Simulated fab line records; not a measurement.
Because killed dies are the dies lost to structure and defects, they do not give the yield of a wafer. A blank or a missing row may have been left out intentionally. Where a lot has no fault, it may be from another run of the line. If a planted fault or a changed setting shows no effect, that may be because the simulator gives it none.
Chamber matching -- flow n5_finfet -- 4 sister chambers for N5_BEOL_M1_ETCH_70 on rie_diel-05
The step etches SOC in N2/H2, target depth 80 nm, overetch 16 nm, time 120 s. 7 wafers are shown with their chamber, then 7 later ones without.

== WAFERS WITH THEIR CHAMBER ==
wafer,chamber,drypump_motor_current_A (A),showerhead_plenum_p_Torr (Torr)
L078.4,0,5.51,2.62
L079.1,0,5.51,2.62
L083.2,1,5.78,2.65
L083.3,2,5.32,2.49
L083.4,3,5.97,2.60
L088.1,3,5.95,2.60
L088.3,1,5.79,2.64

== WAFERS WITH NO CHAMBER GIVEN ==
wafer,drypump_motor_current_A (A),showerhead_plenum_p_Torr (Torr)
L088.4,5.50,2.61
L093.1,5.98,2.59
L093.2,5.33,2.48
L093.5,5.50,2.61
L096.3,5.80,2.64
L096.5,5.32,2.48
L096.6,5.78,2.64

== THE CHAMBER EACH PASSED THROUGH ==
wafer,from the rows above,in truth
L088.4,0,0
L093.1,3,3
L093.2,2,2
L093.5,0,0
L096.3,1,1
L096.5,2,2
L096.6,1,1
Correctly placed: 7 of 7. Can't be placed from these rows: 0. Wrongly placed: 0.
How it was worked out, from the rows above alone: a wafer's distance from a chamber is the root of the sum, over the readings, of the square of ((its reading less the chamber's mean) divided by the reading's scatter). The wafer belongs to the nearest chamber; if the next one is less than 2 further off, it can't be placed. A chamber's mean is the mean of its shown wafers. The scatter: take each reading less its chamber's mean, square it, sum over the shown wafers, divide by the number of wafers less the number of chambers, and take the root.
